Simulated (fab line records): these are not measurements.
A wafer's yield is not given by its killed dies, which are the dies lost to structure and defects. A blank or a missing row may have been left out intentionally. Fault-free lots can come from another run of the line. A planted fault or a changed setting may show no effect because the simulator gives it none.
The tool behind it: which one?    flow n5_finfet    Sampling: 24 lots, 72 wafers, 5 of 1938 route steps

== WHAT THE GAUGES SHOWED, per wafer ==
N5_BEOL_M9_CD_MEAS_18: pitch 140 nm, target cd 70 nm. Usual: 69.9 nm for cd_nm, sd 0.55.
lot   measured      on         cd_nm (nm)      flag
L075  day 10 01:35  cd_sem-02  70.0 70.5 70.6  
L074  day 10 03:35  cd_sem-02  70.4 69.5 69.9  
L076  day 10 13:52  cd_sem-03  69.4 70.3 69.0  
L077  day 10 21:12  cd_sem-02  70.3 70.6 69.8  
L078  day 11 02:39  cd_sem-01  69.2 69.9 70.3  
L080  day 11 14:06  cd_sem-02  69.9 70.5 69.4  
L079  day 11 19:48  cd_sem-03  71.2 70.2 70.7  
L081  day 11 23:34  cd_sem-02  69.2 69.2 69.4  
L083  day 12 03:16  cd_sem-02  70.6 69.7 70.4  
L082  day 12 11:48  cd_sem-02  69.4 69.0 70.2  
L084  day 12 20:49  cd_sem-02  69.4 69.3 69.4  
L085  day 13 02:56  cd_sem-01  69.6 70.5 70.2  
L086  day 13 03:34  cd_sem-02  69.5 69.5 69.8  
L087  day 13 15:34  cd_sem-01  69.4 69.3 69.7  
L088  day 13 16:02  cd_sem-02  69.5 69.7 69.6  
L089  day 13 16:16  cd_sem-01  69.6 69.1 69.8  
L090  day 13 23:15  cd_sem-02  69.9 70.7 70.3  
L091  day 13 23:32  cd_sem-03  70.4 69.9 70.3  
L092  day 14 14:52  cd_sem-03  69.6 70.6 69.5  
L094  day 14 15:17  cd_sem-01  69.9 70.0 70.4  
L093  day 14 21:56  cd_sem-02  69.3 69.3 69.6  
L095  day 15 11:28  cd_sem-01  69.9 69.8 71.1  
L096  day 15 15:50  cd_sem-01  70.3 69.1 69.6  
L097  day 16 03:38  cd_sem-03  69.3 69.7 70.2  

N5_BEOL_M9_INSPECT_58: inspects for defects (darkfield). Usual: 74 for raw_defect_count, sd 24.
lot   measured      on                 raw_defect_count  flag
L075  day 10 08:30  defect_inspect-02  59 61 80          
L074  day 10 09:41  defect_inspect-01  113 117 113       
L076  day 10 20:30  defect_inspect-02  36 41 59          
L077  day 11 03:27  defect_inspect-02  93 84 68          
L078  day 11 05:46  defect_inspect-02  58 45 42          
L080  day 11 22:19  defect_inspect-01  78 69 86          
L079  day 12 03:18  defect_inspect-01  106 116 100       
L081  day 12 04:20  defect_inspect-02  90 129 143        
L083  day 12 07:37  defect_inspect-02  96 88 112         
L082  day 12 16:25  defect_inspect-02  53 82 78          
L084  day 13 00:48  defect_inspect-01  90 109 144        
L085  day 13 07:31  defect_inspect-01  64 54 62          
L086  day 13 09:50  defect_inspect-01  59 47 93          
L087  day 13 20:22  defect_inspect-01  90 57 47          
L088  day 13 22:11  defect_inspect-02  63 58 68          
L089  day 13 21:02  defect_inspect-01  65 87 61          
L090  day 14 03:46  defect_inspect-01  79 82 36          
L091  day 14 04:29  defect_inspect-02  43 47 47          
L092  day 14 21:10  defect_inspect-02  56 95 62          
L094  day 14 20:45  defect_inspect-02  87 77 37          
L093  day 15 01:23  defect_inspect-02  51 75 55          
L095  day 15 15:17  defect_inspect-01  35 59 32          
L096  day 15 21:05  defect_inspect-01  58 79 81          
L097  day 16 09:42  defect_inspect-02  54 63 47          

N5_BEOL_M10_THK_MEAS_01. Usual: M10_ILD_THK gives 267 nm (standard deviation 3.7).
lot   measured      on             M10_ILD_THK (nm)  flag
L075  day 10 09:41  film_metro-02  270 268 272       
L074  day 10 10:21  film_metro-02  273 274 274       
L076  day 10 21:10  film_metro-01  261 266 267       
L077  day 11 04:04  film_metro-01  266 268 268       
L078  day 11 06:23  film_metro-02  264 268 265       
L080  day 11 22:57  film_metro-02  264 267 269       
L079  day 12 03:56  film_metro-02  261 264 269       
L081  day 12 05:27  film_metro-02  263 263 267       
L083  day 12 08:43  film_metro-02  262 264 266       
L082  day 12 17:03  film_metro-02  262 267 274       
L084  day 13 01:26  film_metro-01  263 264 264       
L085  day 13 08:08  film_metro-01  270 265 272       
L086  day 13 10:28  film_metro-02  265 268 271       
L087  day 13 21:00  film_metro-02  265 267 269       
L088  day 13 22:49  film_metro-01  267 269 270       
L089  day 13 21:40  film_metro-02  263 266 270       
L090  day 14 04:23  film_metro-01  263 258 268       
L091  day 14 05:07  film_metro-01  266 265 270       
L092  day 14 21:48  film_metro-01  271 273 275       
L094  day 14 21:25  film_metro-02  263 262 263       
L093  day 15 02:02  film_metro-01  263 266 266       
L095  day 15 15:56  film_metro-02  269 266 267       
L096  day 15 21:42  film_metro-01  262 267 267       
L097  day 16 10:19  film_metro-01  263 267 270       

N5_BEOL_M10_INSPECT_13: inspects for defects (brightfield). Usual: 408 for raw_defect_count, sd 98.
lot   measured      on                 raw_defect_count  flag
L075  day 10 10:22  defect_inspect-01  442 315 389       
L074  day 10 12:36  defect_inspect-02  574 678 672       
L076  day 10 21:49  defect_inspect-02  307 303 332       
L077  day 11 05:03  defect_inspect-01  311 286 230       
L078  day 11 08:29  defect_inspect-01  398 366 434       
L080  day 11 23:35  defect_inspect-02  396 472 421       
L079  day 12 06:06  defect_inspect-01  501 477 520       
L081  day 12 06:32  defect_inspect-02  371 449 421       
L083  day 12 10:37  defect_inspect-01  348 352 556       
L082  day 12 20:08  defect_inspect-01  326 394 379       
L084  day 13 02:59  defect_inspect-02  417 465 551       
L085  day 13 09:29  defect_inspect-02  329 278 353       
L086  day 13 12:53  defect_inspect-02  359 391 521       
L087  day 13 22:35  defect_inspect-02  443 387 357       
L088  day 13 23:20  defect_inspect-02  378 287 332       
L089  day 13 22:46  defect_inspect-01  315 420 352       
L090  day 14 05:58  defect_inspect-02  548 576 517       
L091  day 14 06:07  defect_inspect-02  413 474 278       
L092  day 14 23:37  defect_inspect-01  560 572 382       
L094  day 14 23:27  defect_inspect-01  446 463 261       
L093  day 15 02:49  defect_inspect-01  294 312 326       
L095  day 15 19:17  defect_inspect-01  267 335 340       
L096  day 15 22:53  defect_inspect-01  478 554 477       
L097  day 16 11:31  defect_inspect-02  312 362 312       

== EACH LOT AND THE TOOL THAT RAN IT (in order: tool; ch and the chambers of the sampled wafers; start) ==
lot   N5_BEOL_M9_CMP_52
L075  cmp-02 ch 2,3, day 10 08:01
L074  cmp-02 ch 0,1, day 10 09:10
L076  cmp-01 ch 0,2, day 10 20:03
L077  cmp-03 ch 0,2,3, day 11 03:06
L078  cmp-03 ch 0,2,3, day 11 05:20
L080  cmp-03 ch 0,2,3, day 11 21:52
L079  cmp-01 ch 0,3, day 12 02:50
L081  cmp-02 ch 0,1,3, day 12 03:56
L083  cmp-01 ch 0,3, day 12 07:09
L082  cmp-02 ch 1,3, day 12 16:00
L084  cmp-01 ch 0,1,2, day 13 00:21
L085  cmp-02 ch 0,1,3, day 13 07:03
L086  cmp-02 ch 0,2,3, day 13 09:28
L087  cmp-02 ch 1,2, day 13 19:58
L088  cmp-03 ch 0,1, day 13 21:44
L089  cmp-02 ch 0,3, day 13 20:35
L090  cmp-03 ch 1,2, day 14 03:18
L091  cmp-01 ch 0,1,2, day 14 04:04
L092  cmp-02 ch 0,1,3, day 14 20:44
L094  cmp-01 ch 0,1, day 14 20:17
L093  cmp-01 ch 0,3, day 15 00:53
L095  cmp-02 ch 1,2,3, day 15 14:52
L096  cmp-01 ch 0,1,2, day 15 20:37
L097  cmp-01 ch 0,1,3, day 16 09:19
- N5_BEOL_M9_CMP_52: polishes, stops on SiCOH lowk, t overpolish 7 s, target thk 140 nm.

== WHAT THE TOOLS THEMSELVES READ (means of the sampled wafers that have a number; where no wafer has one, the mark that the record gives instead) ==
N5_BEOL_M9_CMP_52. Usual: barrier_field_endpoint_s 29.0 s, standard deviation 0.74; motor_current_A 6.0 A, standard deviation 0.49; overpolish_run_s 6.999 s, standard deviation 0.009; time_to_endpoint_s 66 s, standard deviation 3.4.
lot   tool    barrier_field_endpoint_s (s)  motor_current_A (A)  overpolish_run_s (s)  time_to_endpoint_s (s)  flag
L075  cmp-02  28.6                          5.6                  6.997                 65                      
L074  cmp-02  28.1                          6.2                  6.999                 63                      
L076  cmp-01  29.7                          5.7                  7.003                 67                      
L077  cmp-03  28.9                          6.5                  7.004                 69                      
L078  cmp-03  29.7                          6.6                  7.000                 70                      
L080  cmp-03  30.2                          6.5                  6.995                 70                      
L079  cmp-01  28.2                          5.8                  6.985                 62                      
L081  cmp-02  29.1                          6.0                  6.999                 63                      
L083  cmp-01  28.3                          5.7                  6.997                 62                      
L082  cmp-02  28.3                          5.8                  6.996                 65                      
L084  cmp-01  29.1                          5.9                  7.004                 61                      
L085  cmp-02  28.5                          5.9                  6.997                 66                      
L086  cmp-02  28.7                          5.9                  6.993                 65                      
L087  cmp-02  28.9                          5.9                  7.001                 66                      
L088  cmp-03  29.8                          6.3                  7.003                 69                      
L089  cmp-02  28.9                          5.7                  6.996                 63                      
L090  cmp-03  29.0                          6.5                  7.004                 66                      
L091  cmp-01  28.4                          5.8                  7.000                 63                      
L092  cmp-02  29.3                          6.0                  6.996                 68                      
L094  cmp-01  28.7                          5.6                  6.999                 62                      
L093  cmp-01  28.9                          5.7                  6.997                 64                      
L095  cmp-02  28.9                          5.8                  7.006                 64                      
L096  cmp-01  28.2                          5.8                  7.003                 64                      
L097  cmp-01  28.2                          5.8                  7.003                 64                      

== THE ANSWER, worked out from the rows above alone ==
Rule: lot off if the mean of its wafers having a number is beyond 3 standard deviations from the usual mean. Also off: a lot with no number at a reading for which 4 or more lots have one. All remaining lots with rows at the step are treated as sound. The gauges are gone through in route order, then the tools' own readings, and for those a lot's mean is taken as printed above. The first step at which some lot is off is used, and at that step the reading that is off furthest; a lot without a number counts as furthest.
None of the lots is off at any reading shown; this tells nothing.

== WHAT THE SIMULATOR PUT IN ==
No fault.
